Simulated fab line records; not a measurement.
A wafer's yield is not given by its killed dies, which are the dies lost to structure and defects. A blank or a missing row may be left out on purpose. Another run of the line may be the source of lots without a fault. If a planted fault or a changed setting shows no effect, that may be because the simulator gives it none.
fab line records	flow n5_finfet
record: lots: 24	wafers: 72	last_day: 18
route steps=1938 shown BEOL_M0@740 BEOL_M1@773
lots that met no fault: from a run of the same line without faults
start_h: the number of hours between the record's first day and the start of the first shown wafer of the lot	wait_h: how many hours have passed since the lot's step before this one	" unchanged from the row above	L1.1+2: a row that stands for several wafers	- no value present, or no start provided	* or withheld: withheld	< > ~ a bound
route shown NAME@n: names a module that has steps shown in the file, with the first one's number in the route	usual: mean/standard deviation taken from wafers without a fault	same: alike in all rows	chamber/n: place in a boat	sites: each site's reading	_std_site: their standard deviation	_edge_site: inner sites' mean taken away from outer sites' mean	radius_mm: for every site, how far away it sits from the centre of the wafer	mask NAME#n: copy n	behind: tool/chamber where the wafer was last shaped	hold: reason for holding the lot/hours on hold/outcome of the hold	device: the n, p or np transistor that did not switch	end of line: the tests these same wafers got at the end of their route	where a step has no rows: the recipe by itself	killed: at the first sort, the dies lost to defects and structure; wafer yield is something else	map: dies across one wafer; x = killed, . = not, _ = none there
set.NAME: the setting the step ran with; set.NAME@STEP: the setting that earlier step ran with	model.NAME: the simulator's own value behind a step, which no gauge read
a sample of lots followed through the steps of the route, with each step as a table and each wafer as a row
services: the hour from which a tool's chamber was out of use, counted from the record's first day as start_h (under 0 if before that day), plus the number of hours and why
== steps ==
step: N5_BEOL_M0_SPUTTER_141
recipe: material: Cu	target_thk_a: 40	temp_c: -20	chamber_pressure_pa: 0.07	power_w: withheld	time_s: 7.37
usual: chuck_sensor_temp_C: -15.9/0.4	throttle_valve_pct: 30.4/1.3
lot.wafer	tool	chamber	start_h	wait_h	chuck_sensor_temp_C	throttle_valve_pct
L074.1	pvd_sputter-03	-	116.19	0.0	-16.1	32.1
L074.3	"	-	"	"	-15.7	31.5
L074.6	"	-	"	"	-16.0	32.1
L075.1	pvd_sputter-03	-	123.66	0.0	-16.0	32.2
L075.3	"	-	"	"	-16.3	29.1
L075.4	"	-	"	"	-15.4	31.6
L076.1	pvd_sputter-01	-	137.75	0.0	-16.2	31.8
L076.3	"	-	"	"	-15.0	28.4
L076.6	"	-	"	"	-16.2	32.0
L077.1	pvd_sputter-01	-	138.19	0.0	-16.1	30.3
L077.3	"	-	"	"	-15.1	28.5
L077.6	"	-	"	"	-16.3	31.5
L078.2	pvd_sputter-03	-	140.32	0.0	-15.3	31.4
L078.4	"	-	"	"	-15.9	32.1
L078.5	"	-	"	"	-16.1	32.1
L079.1	pvd_sputter-02	-	146.76	0.0	-15.7	28.9
L079.3	"	-	"	"	-15.9	30.7
L079.4	"	-	"	"	-15.7	30.2
L080.2	pvd_sputter-02	-	158.35	0.0	-16.0	30.9
L080.4	"	-	"	"	-15.3	30.8
L080.5	"	-	"	"	-15.7	30.2
L081.1	pvd_sputter-01	-	158.57	0.0	-15.2	28.3
L081.4	"	-	"	"	-16.2	30.4
L081.5	"	-	"	"	-15.1	28.8
L082.1	pvd_sputter-01	-	171.30	0.0	-16.2	31.3
L082.3	"	-	"	"	-15.2	28.6
L082.5	"	-	"	"	-16.3	30.3
L083.1	pvd_sputter-02	-	172.24	0.0	-15.6	30.0
L083.5	"	-	"	"	-16.0	30.7
L083.6	"	-	"	"	-15.6	29.1
L084.2	pvd_sputter-01	-	176.15	0.0	-15.1	28.3
L084.3	"	-	"	"	-16.2	30.3
L084.5	"	-	"	"	-16.3	30.2
L085.3	pvd_sputter-03	-	180.74	0.0	-16.2	28.8
L085.5	"	-	"	"	-15.4	31.4
L085.6	"	-	"	"	-16.3	29.2
L087.2	pvd_sputter-01	-	201.96	0.0	-15.2	28.4
L087.3	"	-	"	"	-16.1	31.8
L087.5	"	-	"	"	-16.3	29.9
L086.1	pvd_sputter-03	-	202.14	0.0	-15.6	31.4
L086.3	"	-	"	"	-16.3	28.7
L086.4	"	-	"	"	-16.3	29.1
L089.1	pvd_sputter-02	-	211.64	0.0	-15.8	30.4
L089.5	"	-	"	"	-15.6	31.0
L089.6	"	-	"	"	-16.0	30.6
L091.3	pvd_sputter-03	-	217.74	0.0	-15.4	31.4
L091.4	"	-	"	"	-16.2	28.8
L091.6	"	-	"	"	-16.2	28.8
L088.1	pvd_sputter-01	-	217.77	0.0	-16.2	31.5
L088.4	"	-	"	"	-16.3	32.0
L088.5	"	-	"	"	-16.2	31.9
L090.1	pvd_sputter-03	-	222.52	0.0	-16.3	29.1
L090.3	"	-	"	"	-16.1	32.2
L090.5	"	-	"	"	-16.3	29.1
L092.3	pvd_sputter-01	-	232.20	0.0	-16.2	32.2
L092.4	"	-	"	"	-16.2	31.4
L092.6	"	-	"	"	-16.1	31.2
L093.3	pvd_sputter-01	-	241.88	0.0	-15.3	28.7
L093.4	"	-	"	"	-16.3	30.2
L093.6	"	-	"	"	-15.2	28.3
L094.1	pvd_sputter-02	-	249.68	0.0	-15.6	30.2
L094.5	"	-	"	"	-15.7	30.2
L094.6	"	-	"	"	-15.5	30.6
L095.2	pvd_sputter-03	-	249.97	0.0	-15.6	31.8
L095.4	"	-	"	"	-16.3	28.9
L095.6	"	-	"	"	-16.3	29.0
L096.1	pvd_sputter-03	-	255.89	0.0	-16.2	29.2
L096.5	"	-	"	"	-16.3	28.4
L096.6	"	-	"	"	-16.3	28.9
L097.1	pvd_sputter-03	-	263.57	0.0	-15.9	32.4
L097.2	"	-	"	"	-15.3	31.4
L097.3	"	-	"	"	-16.4	28.4
step: N5_BEOL_M0_DEP_125
recipe: material: SiCN	target_thk_a: 80	temp_c: withheld	precursor: 3MS/NH3	pressure_torr: 3	rf_w: 202	time_s: 14
usual: showerhead_plenum_p_Torr: 3.663/0.012	throttle_valve_pct: 9.1/0.61
lot.wafer	tool	chamber	start_h	wait_h	showerhead_plenum_p_Torr	throttle_valve_pct
L074.1	pecvd-02	0	120.29	0.0	3.655	9.4
L074.3	"	2	"	"	3.676	8.3
L074.6	"	1	"	"	3.657	8.5
L075.1	pecvd-03	2	127.92	0.0	3.666	8.3
L075.3	"	0	"	"	3.655	9.7
L075.4	"	1	"	"	3.655	8.8
L076.1	pecvd-03	2	142.23	0.0	3.679	8.5
L076.3	"	0	"	"	3.658	9.4
L076.6	"	2	"	"	3.678	8.5
L077.1	pecvd-02	0	142.51	0.0	3.657	9.5
L077.3	"	2	"	"	3.655	8.4
L077.6	"	2	"	"	3.672	8.6
L078.2	pecvd-01	2	144.78	0.0	3.687	8.8
L078.4	"	2	"	"	3.684	8.7
L078.5	"	0	"	"	3.649	8.8
L079.1	pecvd-02	0	150.57	0.0	3.663	9.3
L079.3	"	1	"	"	3.667	8.4
L079.4	"	1	"	"	3.656	8.4
L080.2	pecvd-01	0	164.02	0.0	3.651	8.9
L080.4	"	1	"	"	3.647	10.4
L080.5	"	0	"	"	3.646	8.9
L081.1	pecvd-02	2	164.56	0.0	3.667	8.8
L081.4	"	1	"	"	3.667	8.6
L081.5	"	0	"	"	3.664	9.4
L082.1	pecvd-02	1	178.42	0.0	3.658	8.7
L082.3	"	2	"	"	3.673	8.7
L082.5	"	1	"	"	3.674	8.5
L083.1	pecvd-03	2	179.35	0.0	3.674	8.6
L083.5	"	2	"	"	3.668	8.4
L083.6	"	0	"	"	3.658	9.4
L084.2	pecvd-03	2	181.92	0.0	3.684	8.4
L084.3	"	0	"	"	3.645	9.6
L084.5	"	2	"	"	3.670	8.7
L085.3	pecvd-02	2	185.23	0.0	3.672	8.4
L085.5	"	0	"	"	3.669	9.4
L085.6	"	1	"	"	3.659	8.2
L087.2	pecvd-03	1	202.95	0.0	3.661	8.8
L087.3	"	2	"	"	3.682	8.6
L087.5	"	1	"	"	3.662	8.9
L086.1	pecvd-03	0	203.22	0.0	3.657	9.5
L086.3	"	2	"	"	3.682	8.5
L086.4	"	1	"	"	3.653	8.7
L089.1	pecvd-03	1	212.63	0.0	3.650	8.7
L089.5	"	1	"	"	3.660	8.9
L089.6	"	0	"	"	3.657	9.8
L091.3	pecvd-01	1	218.85	0.0	3.640	10.7
L091.4	"	0	"	"	3.643	9.1
L091.6	"	1	"	"	3.651	10.9
L088.1	pecvd-03	1	218.96	0.0	3.648	8.8
L088.4	"	1	"	"	3.665	9.0
L088.5	"	1	"	"	3.652	8.9
L090.1	pecvd-01	1	223.52	0.0	3.638	10.7
L090.3	"	0	"	"	3.648	8.9
L090.5	"	1	"	"	3.651	10.9
L092.3	pecvd-02	0	233.20	0.0	3.668	9.3
L092.4	"	2	"	"	3.677	8.7
L092.6	"	0	"	"	3.671	9.6
L093.3	pecvd-03	0	242.92	0.0	3.660	9.7
L093.4	"	0	"	"	3.661	9.5
L093.6	"	2	"	"	3.679	8.4
L094.1	pecvd-01	2	250.72	0.0	3.698	9.1
L094.5	"	2	"	"	3.689	9.2
L094.6	"	0	"	"	3.655	8.6
L095.2	pecvd-03	1	250.95	0.0	3.661	9.0
L095.4	"	2	"	"	3.680	8.5
L095.6	"	1	"	"	3.652	8.6
L096.1	pecvd-02	2	257.17	0.0	3.663	9.0
L096.5	"	1	"	"	3.660	8.3
L096.6	"	2	"	"	3.668	8.8
L097.1	pecvd-02	0	264.81	0.0	3.677	9.6
L097.2	"	1	"	"	3.661	8.7
L097.3	"	2	"	"	3.654	8.9
step: N5_BEOL_M0_RS_MEAS_126
recipe: thk_meas_gauge: four-point-probe	reads: Co_of_BEOL_M0_CO_CAP_123+Cu_of_BEOL_M0_ECD_118+Co_of_BEOL_M0_CVD_115+TaN_of_BEOL_M0_ALD_136
usual: M0_RS: 0.528/0.018
lot.wafer	tool	chamber	start_h	wait_h	M0_RS[ohm/sq]
L074.1	film_metro-02	-	120.36	0.0	0.547
L074.3	"	-	"	"	0.520
L074.6	"	-	"	"	0.519
L075.1	film_metro-01	-	127.98	0.0	0.517
L075.3	"	-	"	"	0.548
L075.4	"	-	"	"	0.505
L076.1	film_metro-01	-	142.30	0.0	0.533
L076.3	"	-	"	"	0.518
L076.6	"	-	"	"	0.508
L077.1	film_metro-01	-	142.58	0.0	0.568
L077.3	"	-	"	"	0.559
L077.6	"	-	"	"	0.536
L078.2	film_metro-02	-	144.85	0.1	0.514
L078.4	"	-	"	"	0.518
L078.5	"	-	"	"	0.522
L079.1	film_metro-02	-	150.64	0.0	0.529
L079.3	"	-	"	"	0.554
L079.4	"	-	"	"	0.558
L080.2	film_metro-02	-	164.09	0.1	0.543
L080.4	"	-	"	"	0.512
L080.5	"	-	"	"	0.518
L081.1	film_metro-02	-	164.63	0.0	0.536
L081.4	"	-	"	"	0.542
L081.5	"	-	"	"	0.548
L082.1	film_metro-01	-	178.49	0.0	0.522
L082.3	"	-	"	"	0.544
L082.5	"	-	"	"	0.501
L083.1	film_metro-02	-	179.42	0.0	0.556
L083.5	"	-	"	"	0.518
L083.6	"	-	"	"	0.486
L084.2	film_metro-01	-	181.98	0.1	0.519
L084.3	"	-	"	"	0.546
L084.5	"	-	"	"	0.501
L085.3	film_metro-01	-	185.30	0.1	0.519
L085.5	"	-	"	"	0.520
L085.6	"	-	"	"	0.512
L087.2	film_metro-02	-	203.02	0.1	0.535
L087.3	"	-	"	"	0.518
L087.5	"	-	"	"	0.544
L086.1	film_metro-02	-	203.29	0.0	0.539
L086.3	"	-	"	"	0.516
L086.4	"	-	"	"	0.495
L089.1	film_metro-02	-	212.72	0.1	0.525
L089.5	"	-	"	"	0.528
L089.6	"	-	"	"	0.542
L091.3	film_metro-01	-	218.92	0.1	0.518
L091.4	"	-	"	"	0.499
L091.6	"	-	"	"	0.485
L088.1	film_metro-01	-	219.05	0.1	0.549
L088.4	"	-	"	"	0.530
L088.5	"	-	"	"	0.538
L090.1	film_metro-01	-	223.58	0.0	0.532
L090.3	"	-	"	"	0.535
L090.5	"	-	"	"	0.512
L092.3	film_metro-02	-	233.26	0.1	0.518
L092.4	"	-	"	"	0.516
L092.6	"	-	"	"	0.506
L093.3	film_metro-02	-	242.99	0.1	0.563
L093.4	"	-	"	"	0.493
L093.6	"	-	"	"	0.511
L094.1	film_metro-01	-	250.78	0.0	0.548
L094.5	"	-	"	"	0.511
L094.6	"	-	"	"	0.547
L095.2	film_metro-02	-	251.01	0.1	0.526
L095.4	"	-	"	"	0.523
L095.6	"	-	"	"	0.530
L096.1	film_metro-01	-	257.23	0.0	0.516
L096.5	"	-	"	"	0.523
L096.6	"	-	"	"	0.531
L097.1	film_metro-01	-	264.87	0.0	0.511
L097.2	"	-	"	"	0.562
L097.3	"	-	"	"	0.543
step: N5_BEOL_M1_STRIP_66
recipe: chemistry: CF4	resist: SiARC	power_w: 300	bias_power_w: 75	pressure_mtorr: 50	cf4_flow_sccm: 150	rf_frequency_hz: 6e+07
usual: bias_power_w: 74.98/0.23	drypump_motor_current_A: 5.7/0.38	oes_product_au: 0.82/0.084	rf_vpp_V: 271.7/1.3	showerhead_plenum_p_Torr: 1.82/0.045	throttle_valve_pct: 13.50/0.21
lot.wafer	tool	chamber	start_h	wait_h	bias_power_w	drypump_motor_current_A	oes_product_au	rf_hours_counter_h	rf_vpp_V	showerhead_plenum_p_Torr	throttle_valve_pct
L074.1	rie_diel-02	1	122.62	0.0	75.06	4.9	0.70	234	271.4	1.84	13.72
L074.3	"	0	"	"	75.02	5.4	0.70	239	270.1	1.71	13.72
L074.6	"	3	"	"	74.97	5.2	0.72	-	271.3	1.86	13.74
L075.1	rie_diel-05	1	129.96	0.0	75.04	5.6	0.75	138	270.6	1.80	13.49
L075.3	"	3	"	"	75.08	5.6	0.94	7	271.0	1.77	13.26
L075.4	"	2	"	"	75.08	5.5	0.92	25	271.5	1.83	13.38
L076.1	rie_diel-04	3	143.24	0.0	75.05	5.7	0.87	26	270.9	1.84	13.59
L076.3	"	0	"	"	74.63	5.9	0.77	126	272.0	1.78	13.35
L076.6	"	2	"	"	75.66	6.3	0.87	-	272.2	1.84	13.59
L077.1	rie_diel-05	3	143.52	0.0	74.98	5.6	0.91	10	270.2	1.76	13.30
L077.3	"	2	"	"	74.95	5.5	0.91	28	272.4	1.83	13.37
L077.6	"	2	"	"	74.76	5.5	0.90	-	272.3	1.83	13.41
L078.2	rie_diel-05	2	146.98	0.0	75.10	5.5	0.90	28	269.3	1.83	13.39
L078.4	"	3	"	"	75.03	5.6	0.93	10	268.8	1.76	13.30
L078.5	"	0	"	"	75.00	6.2	0.74	-	272.2	1.85	13.79
L079.1	rie_diel-05	0	152.42	0.0	75.05	6.2	0.75	160	271.1	1.85	13.82
L079.3	"	2	"	"	74.93	5.5	0.90	29	271.5	1.83	13.40
L079.4	"	3	"	"	75.06	5.6	0.91	12	271.7	1.76	13.30
L080.2	rie_diel-04	3	165.23	0.0	74.64	5.7	0.87	34	272.7	1.84	13.59
L080.4	"	2	"	"	75.10	6.4	0.86	43	270.9	1.84	13.60
L080.5	"	1	"	"	75.51	5.3	0.94	-	270.0	1.75	13.20
L081.1	rie_diel-05	3	165.57	0.0	74.76	5.6	0.92	15	270.0	1.76	13.30
L081.4	"	0	"	"	74.62	6.2	0.74	164	272.4	1.85	13.80
L081.5	"	1	"	"	74.84	5.6	0.74	-	270.1	1.79	13.51
L082.1	rie_diel-04	2	179.80	0.0	75.31	6.4	0.86	47	271.4	1.84	13.61
L082.3	"	1	"	"	75.36	5.3	0.93	9	272.2	1.75	13.21
L082.5	"	0	"	"	75.15	5.9	0.76	-	272.6	1.78	13.39
L083.1	rie_diel-05	1	180.71	0.0	74.65	5.6	0.74	151	273.3	1.79	13.51
L083.5	"	0	"	"	74.79	6.2	0.74	-	273.9	1.85	13.81
L083.6	"	3	"	"	75.05	5.6	0.90	-	270.5	1.76	13.33
L084.2	rie_diel-05	3	185.55	0.0	75.26	5.6	0.89	21	271.0	1.76	13.31
L084.3	"	2	"	"	75.47	5.5	0.89	39	271.6	1.83	13.42
L084.5	"	3	"	"	75.27	5.6	0.89	-	269.8	1.76	13.33
L085.3	rie_diel-05	0	187.27	0.0	74.71	6.2	0.74	169	273.6	1.85	13.81
L085.5	"	3	"	"	74.72	5.6	0.90	-	270.6	1.76	13.32
L085.6	"	0	"	"	74.71	6.2	0.74	-	274.6	1.85	13.80
L087.2	rie_diel-02	2	206.66	0.0	74.82	5.6	0.74	169	270.9	1.80	13.53
L087.3	"	3	"	"	74.48	5.2	0.70	177	271.6	1.85	13.80
L087.5	"	2	"	"	74.54	5.6	0.74	-	272.4	1.80	13.55
L086.1	rie_diel-04	3	206.70	0.0	74.91	5.7	0.84	45	272.0	1.84	13.65
L086.3	"	2	"	"	75.03	6.4	0.85	55	271.8	1.84	13.61
L086.4	"	0	"	"	74.74	5.9	0.75	146	270.3	1.78	13.40
L089.1	rie_diel-02	2	214.13	0.0	75.19	5.6	0.74	171	270.1	1.80	13.55
L089.5	"	3	"	"	74.90	5.2	0.70	-	272.4	1.85	13.81
L089.6	"	0	"	"	74.94	5.4	0.94	-	273.6	1.91	13.19
L091.3	rie_diel-02	3	221.79	0.0	74.84	5.2	0.70	182	271.7	1.85	13.84
L091.4	"	2	"	"	74.99	5.5	0.73	173	269.8	1.80	13.58
L091.6	"	0	"	"	74.74	5.4	0.93	-	273.3	1.91	13.20
L088.1	rie_diel-04	3	221.86	0.0	74.70	5.7	0.84	50	272.7	1.83	13.64
L088.4	"	0	"	"	75.20	5.9	0.75	150	271.8	1.78	13.40
L088.5	"	2	"	"	74.60	6.4	0.85	-	269.8	1.84	13.63
L090.1	rie_diel-02	1	224.88	0.0	74.82	4.9	0.96	4	270.9	1.83	13.22
L090.3	"	0	"	"	74.94	5.4	0.92	13	272.6	1.91	13.20
L090.5	"	0	"	"	74.74	5.4	0.92	-	273.2	1.91	13.19
L092.3	rie_diel-05	1	234.33	0.0	75.05	5.6	0.72	169	272.5	1.79	13.55
L092.4	"	0	"	"	74.85	6.2	0.72	187	272.1	1.84	13.85
L092.6	"	1	"	"	75.09	5.6	0.73	-	271.3	1.79	13.56
L093.3	rie_diel-05	3	246.41	0.0	75.39	5.6	0.87	37	271.8	1.76	13.35
L093.4	"	2	"	"	75.00	5.5	0.85	61	272.2	1.82	13.45
L093.6	"	1	"	"	75.15	5.6	0.73	-	270.8	1.79	13.58
L094.1	rie_diel-05	3	252.54	0.0	74.75	5.6	0.86	38	269.6	1.76	13.36
L094.5	"	3	"	"	75.10	5.6	0.87	-	269.4	1.76	13.34
L094.6	"	0	"	"	75.05	6.2	0.72	-	272.2	1.84	13.88
L095.2	rie_diel-04	1	252.76	0.0	75.10	5.4	0.87	31	270.8	1.74	13.26
L095.4	"	2	"	"	74.74	6.4	0.83	68	272.4	1.83	13.66
L095.6	"	0	"	"	75.06	5.9	0.74	-	270.6	1.77	13.41
L096.1	rie_diel-04	2	259.33	0.0	74.87	6.4	0.83	71	271.7	1.83	13.67
L096.5	"	2	"	"	75.25	6.4	0.83	-	272.2	1.83	13.67
L096.6	"	1	"	"	75.22	5.3	0.87	-	270.9	1.74	13.28
L097.1	rie_diel-02	0	267.64	0.0	74.89	5.3	0.89	28	273.1	1.91	13.24
L097.2	"	1	"	"	74.86	4.9	0.91	19	271.4	1.83	13.24
L097.3	"	2	"	"	75.31	5.5	0.73	184	271.7	1.80	13.58
step: N5_BEOL_M1_ETCH_41
recipe: chemistry: CH3F/O2	target: SiCN	target_depth_a: 319	taper_deg: 2	time_s: 57.8	ion_energy_ev: 120	mask_material: TiN	pressure_mtorr: 30	source_w: 395	bias_w: 75	Ar_flow_sccm: 150	CH3F_flow_sccm: 30	O2_flow_sccm: 20
usual: drypump_motor_current_A: 5.5/0.39	oes_product_au: 0.81/0.093	rf_vpp_V: 298.0/1.3	showerhead_plenum_p_Torr: 2.03/0.052	throttle_valve_pct: 16.25/0.23
lot.wafer	tool	chamber	start_h	wait_h	drypump_motor_current_A	oes_product_au	rf_hours_counter_h	rf_vpp_V	showerhead_plenum_p_Torr	throttle_valve_pct
L074.1	rie_diel-05	0	-	-	6.2	0.74	153	298.8	2.09	16.58
L074.3	"	2	"	"	5.5	0.91	23	297.6	2.04	16.09
L074.6	"	1	"	"	5.6	0.78	-	296.4	2.01	16.28
L075.1	rie_diel-05	2	-	-	5.5	0.93	26	299.2	2.03	16.09
L075.3	"	0	"	"	6.2	0.75	156	297.8	2.09	16.60
L075.4	"	1	"	"	5.6	0.76	140	298.5	2.01	16.27
L076.1	rie_diel-02	2	-	-	5.5	0.75	153	297.6	1.99	16.10
L076.3	"	3	"	"	5.2	0.71	164	298.9	2.09	16.54
L076.6	"	1	"	"	5.0	0.68	-	300.8	2.05	16.41
L077.1	rie_diel-05	2	-	-	5.5	0.90	30	299.7	2.03	16.11
L077.3	"	1	"	"	5.6	0.76	145	297.5	2.01	16.30
L077.6	"	1	"	"	5.6	0.77	-	298.4	2.01	16.27
L078.2	rie_diel-02	0	-	-	5.3	0.69	249	293.5	1.88	16.33
L078.4	"	2	"	"	5.6	0.76	154	298.0	1.99	16.09
L078.5	"	1	"	"	4.9	0.68	-	297.8	2.05	16.40
L079.1	rie_diel-05	3	-	-	5.6	0.94	13	297.2	1.98	16.16
L079.3	"	0	"	"	6.2	0.74	162	298.3	2.09	16.62
L079.4	"	2	"	"	5.5	0.92	31	297.9	2.03	16.11
L080.2	rie_diel-05	1	-	-	5.6	0.76	148	297.2	2.01	16.32
L080.4	"	3	"	"	5.6	0.93	15	296.3	1.98	16.17
L080.5	"	2	"	"	5.5	0.90	-	297.6	2.03	16.12
L081.1	rie_diel-02	3	-	-	5.2	0.71	167	299.2	2.08	16.55
L081.4	"	2	"	"	5.6	0.74	-	298.6	1.99	16.11
L081.5	"	1	"	"	4.9	0.68	-	298.2	2.05	16.41
L082.1	rie_diel-05	2	-	-	5.5	0.88	40	298.8	2.03	16.13
L082.3	"	1	"	"	5.6	0.75	153	298.4	2.01	16.32
L082.5	"	3	"	"	5.5	0.91	-	296.9	1.98	16.18
L083.1	rie_diel-04	2	-	-	6.4	0.89	50	298.3	2.04	16.36
L083.5	"	0	"	"	5.9	0.77	-	297.1	2.01	16.22
L083.6	"	1	"	"	5.3	0.94	-	297.2	1.95	16.00
L084.2	rie_diel-04	3	-	-	5.7	0.87	40	298.8	2.04	16.36
L084.3	"	0	"	"	5.9	0.77	140	298.9	2.01	16.23
L084.5	"	0	"	"	5.9	0.76	-	297.0	2.01	16.22
L085.3	rie_diel-05	2	-	-	5.5	0.89	41	296.7	2.03	16.13
L085.5	"	3	"	"	5.6	0.90	-	294.6	1.98	16.17
L085.6	"	0	"	"	6.2	0.74	-	300.9	2.08	16.66
L086.1	rie_diel-04	2	-	-	6.4	0.86	56	298.2	2.04	16.36
L086.3	"	0	"	"	5.9	0.76	148	297.2	2.01	16.23
L086.4	"	1	"	"	5.4	0.92	19	296.7	1.95	16.01
L087.2	rie_diel-05	0	-	-	6.2	0.74	178	298.2	2.08	16.63
L087.3	"	1	"	"	5.6	0.74	161	297.7	2.01	16.32
L087.5	"	0	"	"	6.2	0.73	-	298.4	2.08	16.64
L089.1	rie_diel-04	3	-	-	5.7	0.86	49	297.5	2.04	16.39
L089.5	"	3	"	"	5.7	0.85	-	297.8	2.04	16.38
L089.6	"	2	"	"	6.4	0.86	-	298.3	2.04	16.37
L088.1	rie_diel-02	3	-	-	5.1	0.71	185	299.7	2.08	16.58
L088.4	"	0	"	"	5.4	0.94	14	299.8	2.12	15.89
L088.5	"	1	"	"	4.9	0.96	-	299.2	2.04	15.97
L091.3	rie_diel-02	3	-	-	5.2	0.70	186	297.1	2.08	16.59
L091.4	"	0	"	"	5.3	0.93	16	299.5	2.12	15.89
L091.6	"	2	"	"	5.6	0.73	-	295.9	1.98	16.12
L090.1	rie_diel-04	3	-	-	5.7	0.85	54	297.8	2.04	16.38
L090.3	"	1	"	"	5.3	0.91	27	297.0	1.94	16.03
L090.5	"	2	"	"	6.4	0.86	-	299.2	2.03	16.40
L092.3	rie_diel-02	3	-	-	5.2	0.70	188	298.7	2.08	16.59
L092.4	"	2	"	"	5.6	0.74	178	297.6	1.98	16.12
L092.6	"	3	"	"	5.2	0.69	-	298.7	2.08	16.59
L093.3	rie_diel-02	1	-	-	4.9	0.94	11	299.1	2.04	15.97
L093.4	"	0	"	"	5.4	0.93	20	300.4	2.12	15.89
L093.6	"	0	"	"	5.4	0.93	-	298.6	2.12	15.89
L094.1	rie_diel-02	3	-	-	5.2	0.70	192	299.2	2.08	16.59
L094.5	"	1	"	"	4.9	0.93	-	298.5	2.04	15.98
L094.6	"	3	"	"	5.2	0.70	-	297.7	2.08	16.59
L095.2	rie_diel-02	0	-	-	5.4	0.91	24	299.0	2.12	15.90
L095.4	"	3	"	"	5.2	0.70	-	296.2	2.07	16.58
L095.6	"	1	"	"	4.9	0.92	-	298.0	2.04	15.97
L096.1	rie_diel-02	0	-	-	5.4	0.90	26	299.4	2.12	15.91
L096.5	"	3	"	"	5.1	0.69	-	299.5	2.07	16.62
L096.6	"	2	"	"	5.6	0.73	-	297.2	1.98	16.14
L097.1	rie_diel-02	0	-	-	5.4	0.90	29	299.7	2.12	15.91
L097.2	"	1	"	"	4.9	0.90	20	300.5	2.04	16.00
L097.3	"	2	"	"	5.6	0.73	185	296.8	1.98	16.15
step: N5_BEOL_M1_OCD_MEAS_38
usual: trench_depth_nm: 54.9/0.88
lot.wafer	tool	chamber	start_h	wait_h	trench_depth_nm
L074.1	ocd-01	-	124.18	-	54.3
L074.3	"	-	"	"	54.2
L074.6	"	-	"	"	56.1
L075.1	ocd-01	-	136.26	-	54.1
L075.3	"	-	"	"	54.4
L075.4	"	-	"	"	55.9
L076.1	ocd-01	-	154.52	-	54.5
L076.3	"	-	"	"	54.3
L076.6	"	-	"	"	53.9
L077.1	ocd-01	-	154.65	-	54.9
L077.3	"	-	"	"	56.1
L077.6	"	-	"	"	56.2
L078.2	ocd-01	-	157.56	-	53.2
L078.4	"	-	"	"	55.0
L078.5	"	-	"	"	54.0
L079.1	ocd-02	-	157.59	-	54.9
L079.3	"	-	"	"	54.6
L079.4	"	-	"	"	54.4
L080.2	ocd-02	-	166.70	-	56.7
L080.4	"	-	"	"	55.0
L080.5	"	-	"	"	54.4
L081.1	ocd-01	-	167.51	-	54.7
L081.4	"	-	"	"	53.9
L081.5	"	-	"	"	53.3
L082.1	ocd-01	-	188.26	-	54.8
L082.3	"	-	"	"	56.4
L082.5	"	-	"	"	55.8
L083.1	ocd-02	-	188.45	-	55.5
L083.5	"	-	"	"	55.4
L083.6	"	-	"	"	55.8
L084.2	ocd-01	-	188.82	-	55.2
L084.3	"	-	"	"	55.1
L084.5	"	-	"	"	55.8
L085.3	ocd-01	-	191.49	-	54.3
L085.5	"	-	"	"	54.8
L085.6	"	-	"	"	54.2
L086.1	ocd-02	-	212.62	-	57.2
L086.3	"	-	"	"	55.5
L086.4	"	-	"	"	56.3
L087.2	ocd-02	-	212.72	-	54.2
L087.3	"	-	"	"	55.5
L087.5	"	-	"	"	55.0
L089.1	ocd-01	-	217.61	-	54.7
L089.5	"	-	"	"	55.4
L089.6	"	-	"	"	56.1
L088.1	ocd-01	-	228.66	-	55.6
L088.4	"	-	"	"	56.2
L088.5	"	-	"	"	54.9
L091.3	ocd-01	-	232.77	-	54.4
L091.4	"	-	"	"	55.6
L091.6	"	-	"	"	54.1
L090.1	ocd-02	-	237.59	-	54.9
L090.3	"	-	"	"	56.3
L090.5	"	-	"	"	55.4
L092.3	ocd-01	-	240.93	-	53.7
L092.4	"	-	"	"	54.2
L092.6	"	-	"	"	54.0
L093.3	ocd-02	-	248.84	-	53.3
L093.4	"	-	"	"	56.0
L093.6	"	-	"	"	55.6
L094.1	ocd-01	-	254.59	-	54.7
L094.5	"	-	"	"	54.7
L094.6	"	-	"	"	54.2
L095.2	ocd-02	-	258.74	-	55.6
L095.4	"	-	"	"	54.8
L095.6	"	-	"	"	54.1
L096.1	ocd-02	-	263.54	-	55.4
L096.5	"	-	"	"	54.1
L096.6	"	-	"	"	54.6
L097.1	ocd-02	-	271.63	-	55.9
L097.2	"	-	"	"	54.8
L097.3	"	-	"	"	54.6
== services ==
tool	chamber	start_h	hours	kind
rie_diel-05	1	112.71	3.3	repair
pecvd-03	-	142.42	14.6	pm
rie_diel-04	2	143.32	5.9	repair
rie_diel-04	-	144.48	0.2	repair
pvd_sputter-03	-	144.93	4.2	repair
rie_diel-02	2	145.20	5.7	repair
rie_diel-02	0	162.78	-	clean
rie_diel-02	0	162.78	-	consumable_replace:focus_ring
rie_diel-02	0	162.78	-	consumable_replace:showerhead
rie_diel-02	0	162.78	20.6	scheduled_down
rie_diel-02	0	162.78	20.6	vent_cycle
rie_diel-02	-	174.67	14.6	pm
pvd_sputter-03	-	178.36	1.0	repair
rie_diel-02	1	189.27	-	clean
rie_diel-02	1	189.27	-	consumable_replace:focus_ring
rie_diel-02	1	189.27	21.8	scheduled_down
rie_diel-02	0	190.78	2.9	repair
rie_diel-02	3	201.95	4.0	repair
pecvd-03	2	209.24	13.2	repair
rie_diel-05	3	210.20	15.3	repair
pecvd-02	2	223.44	4.2	repair
pecvd-01	-	255.82	1.6	repair
pecvd-03	1	260.12	40.9	repair
rie_diel-02	3	264.08	11.4	repair
== key ==
fault none
